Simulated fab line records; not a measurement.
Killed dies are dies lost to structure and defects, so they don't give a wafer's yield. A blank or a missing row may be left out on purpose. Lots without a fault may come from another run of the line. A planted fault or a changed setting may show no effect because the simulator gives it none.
Split-lot experiment / flow n5-finfet / 39 wafers read across 7 lots, on a route 1938 steps long

== SPLIT DETAILS ==
At N5_DUMMY_GATE_ETCH_44 (etches poly-Si in HBr/O2, stops on SiO2, target depth 127.5 nm), the setting target-depth-a was moved away from the recipe's 1275 angstrom on 18 of the 39 wafers read, by -11.5% to +11.7%. All remaining wafers had this setting at the recipe value.

The reading comes from the split's own step.

== THE READING ==
oes-product-au, in a.u., at N5_DUMMY_GATE_ETCH_44 (etches poly-Si in HBr/O2, stops on SiO2, target depth 127.5 nm). Typical for fault-free wafers on this fab line: 0.727 a.u., with standard deviation 0.012 a.u.

wafer=L074.1; tool, chamber at the split=rie-si-06, 1; target-depth-a as run, angstrom=1275; against the recipe=recipe; oes-product-au, a.u.=0.704; against lot-mates on the recipe=-
wafer=L074.2; tool, chamber at the split=rie-si-06, 2; target-depth-a as run, angstrom=1172; against the recipe=-8.1%; oes-product-au, a.u.=0.758; against lot-mates on the recipe=+0.037
wafer=L074.3; tool, chamber at the split=rie-si-06, 3; target-depth-a as run, angstrom=1275; against the recipe=recipe; oes-product-au, a.u.=0.725; against lot-mates on the recipe=-
wafer=L074.4; tool, chamber at the split=rie-si-06, 0; target-depth-a as run, angstrom=1172; against the recipe=-8.1%; oes-product-au, a.u.=0.752; against lot-mates on the recipe=+0.031
wafer=L074.5; tool, chamber at the split=rie-si-06, 3; target-depth-a as run, angstrom=1275; against the recipe=recipe; oes-product-au, a.u.=0.733; against lot-mates on the recipe=-
wafer=L074.6; tool, chamber at the split=rie-si-06, 2; target-depth-a as run, angstrom=1172; against the recipe=-8.1%; oes-product-au, a.u.=0.746; against lot-mates on the recipe=+0.025
wafer=L083.1; tool, chamber at the split=rie-si-01, 0; target-depth-a as run, angstrom=1275; against the recipe=recipe; oes-product-au, a.u.=0.705; against lot-mates on the recipe=-
wafer=L083.2; tool, chamber at the split=rie-si-01, 3; target-depth-a as run, angstrom=1152; against the recipe=-9.6%; oes-product-au, a.u.=0.750; against lot-mates on the recipe=+0.038
wafer=L083.3; tool, chamber at the split=rie-si-01, 2; target-depth-a as run, angstrom=1275; against the recipe=recipe; oes-product-au, a.u.=0.714; against lot-mates on the recipe=-
wafer=L083.4; tool, chamber at the split=rie-si-01, 1; target-depth-a as run, angstrom=1152; against the recipe=-9.6%; oes-product-au, a.u.=0.759; against lot-mates on the recipe=+0.047
wafer=L083.5; tool, chamber at the split=rie-si-01, 1; target-depth-a as run, angstrom=1275; against the recipe=recipe; oes-product-au, a.u.=0.717; against lot-mates on the recipe=-
wafer=L083.6; tool, chamber at the split=rie-si-01, 2; target-depth-a as run, angstrom=1152; against the recipe=-9.6%; oes-product-au, a.u.=0.754; against lot-mates on the recipe=+0.042
wafer=L087.1; tool, chamber at the split=rie-si-06, 0; target-depth-a as run, angstrom=1139; against the recipe=-10.7%; oes-product-au, a.u.=0.753; against lot-mates on the recipe=+0.042
wafer=L087.2; tool, chamber at the split=rie-si-06, 2; target-depth-a as run, angstrom=1139; against the recipe=-10.7%; oes-product-au, a.u.=0.769; against lot-mates on the recipe=+0.058
wafer=L087.3; tool, chamber at the split=rie-si-06, 1; target-depth-a as run, angstrom=1275; against the recipe=recipe; oes-product-au, a.u.=0.712; against lot-mates on the recipe=-
wafer=L087.4; tool, chamber at the split=rie-si-06, 1; target-depth-a as run, angstrom=1275; against the recipe=recipe; oes-product-au, a.u.=0.709; against lot-mates on the recipe=-
wafer=L087.5; tool, chamber at the split=rie-si-06, 0; target-depth-a as run, angstrom=1275; against the recipe=recipe; oes-product-au, a.u.=0.711; against lot-mates on the recipe=-
wafer=L087.6; tool, chamber at the split=rie-si-06, 2; target-depth-a as run, angstrom=1139; against the recipe=-10.7%; oes-product-au, a.u.=0.775; against lot-mates on the recipe=+0.064
wafer=L092.1; tool, chamber at the split=rie-si-01, 0; target-depth-a as run, angstrom=1375; against the recipe=+7.8%; oes-product-au, a.u.=0.701; against lot-mates on the recipe=-0.023
wafer=L092.2; tool, chamber at the split=rie-si-01, 3; target-depth-a as run, angstrom=1275; against the recipe=recipe; oes-product-au, a.u.=0.720; against lot-mates on the recipe=-
wafer=L092.3; tool, chamber at the split=rie-si-01, 1; target-depth-a as run, angstrom=1275; against the recipe=recipe; oes-product-au, a.u.=0.728; against lot-mates on the recipe=-
wafer=L092.4; tool, chamber at the split=rie-si-01, 2; target-depth-a as run, angstrom=1375; against the recipe=+7.8%; oes-product-au, a.u.=0.695; against lot-mates on the recipe=-0.029
wafer=L092.5; tool, chamber at the split=rie-si-01, 0; target-depth-a as run, angstrom=1375; against the recipe=+7.8%; oes-product-au, a.u.=0.692; against lot-mates on the recipe=-0.032
wafer=L092.6; tool, chamber at the split=rie-si-01, 1; target-depth-a as run, angstrom=1275; against the recipe=recipe; oes-product-au, a.u.=0.724; against lot-mates on the recipe=-
wafer=L093.1; tool, chamber at the split=rie-si-01, 0; target-depth-a as run, angstrom=1275; against the recipe=recipe; oes-product-au, a.u.=0.738; against lot-mates on the recipe=-
wafer=L093.2; tool, chamber at the split=rie-si-01, 3; target-depth-a as run, angstrom=1275; against the recipe=recipe; oes-product-au, a.u.=0.734; against lot-mates on the recipe=-
wafer=L093.3; tool, chamber at the split=rie-si-01, 2; target-depth-a as run, angstrom=1129; against the recipe=-11.5%; oes-product-au, a.u.=0.783; against lot-mates on the recipe=+0.043
wafer=L093.4; tool, chamber at the split=rie-si-01, 1; target-depth-a as run, angstrom=1275; against the recipe=recipe; oes-product-au, a.u.=0.747; against lot-mates on the recipe=-
wafer=L093.5; tool, chamber at the split=rie-si-01, 2; target-depth-a as run, angstrom=1129; against the recipe=-11.5%; oes-product-au, a.u.=0.779; against lot-mates on the recipe=+0.039
wafer=L093.6; tool, chamber at the split=rie-si-01, 3; target-depth-a as run, angstrom=1129; against the recipe=-11.5%; oes-product-au, a.u.=0.798; against lot-mates on the recipe=+0.058
wafer=L094.1; tool, chamber at the split=rie-si-01, 1; target-depth-a as run, angstrom=1275; against the recipe=recipe; oes-product-au, a.u.=0.731; against lot-mates on the recipe=-
wafer=L094.2; tool, chamber at the split=rie-si-01, 2; target-depth-a as run, angstrom=1424; against the recipe=+11.7%; oes-product-au, a.u.=0.690; against lot-mates on the recipe=-0.038
wafer=L094.3; tool, chamber at the split=rie-si-01, 0; target-depth-a as run, angstrom=1424; against the recipe=+11.7%; oes-product-au, a.u.=0.685; against lot-mates on the recipe=-0.043
wafer=L094.4; tool, chamber at the split=rie-si-01, 3; target-depth-a as run, angstrom=1424; against the recipe=+11.7%; oes-product-au, a.u.=0.687; against lot-mates on the recipe=-0.041
wafer=L094.5; tool, chamber at the split=rie-si-01, 1; target-depth-a as run, angstrom=1275; against the recipe=recipe; oes-product-au, a.u.=0.720; against lot-mates on the recipe=-
wafer=L094.6; tool, chamber at the split=rie-si-01, 2; target-depth-a as run, angstrom=1275; against the recipe=recipe; oes-product-au, a.u.=0.733; against lot-mates on the recipe=-
wafer=L097.2; tool, chamber at the split=rie-si-01, 3; target-depth-a as run, angstrom=1275; against the recipe=recipe; oes-product-au, a.u.=0.737; against lot-mates on the recipe=-
wafer=L097.3; tool, chamber at the split=rie-si-01, 1; target-depth-a as run, angstrom=1275; against the recipe=recipe; oes-product-au, a.u.=0.727; against lot-mates on the recipe=-
wafer=L097.6; tool, chamber at the split=rie-si-01, 3; target-depth-a as run, angstrom=1275; against the recipe=recipe; oes-product-au, a.u.=0.730; against lot-mates on the recipe=-

FIT RESULTS
A straight line over all 39 wafers: oes-product-au changes by -0.00382 a.u. for each +1% of target-depth-a; r = -0.92; the points scatter about the line by 0.011 a.u.
The same after taking each lot's own level away (the mean of its wafers on the recipe; 39 wafers): -0.00406 a.u. for each +1%; r = -0.97; scatter 0.0072 a.u.
That fit puts the effect of the largest move of target-depth-a on the reading at 0.047 a.u.
The lots' own levels span 0.7107 to 0.7397 a.u., that is 2.4 times the standard deviation above.
Consequently the slope shifts little with the lot-to-lot level, the two slopes agreeing.
Check: -0.0467 a.u. against its lot-mates is what the line predicts for one of the wafers moved furthest among these (+11.7%) when that wafer is left out of the fit. It came out at -0.038 a.u. against them.
Tool readings at the split's step, against how far the setting was moved: oes-product-au r = -0.92.

== FURTHER SPLITS ON THESE WAFERS ==
Note: prior to the reading, these wafers also went through further splits. Each is held against what the fit with the lots' levels taken away leaves over:
other split on the same wafers=N5_WELL_APT_EXPOSE_22 dose-mj; wafers away from the commonest value=12; r with oes-product-au (lot level and that fit taken away)=+0.00
other split on the same wafers=N5_FIN_SAQP_HM_DEP_72 target-thk-a; wafers away from the commonest value=18; r with oes-product-au (lot level and that fit taken away)=-0.23

== THE FILE'S OWN FIT ==
oes-product-au changes by -0.00413 a.u. for each +1% of target-depth-a, r = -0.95.
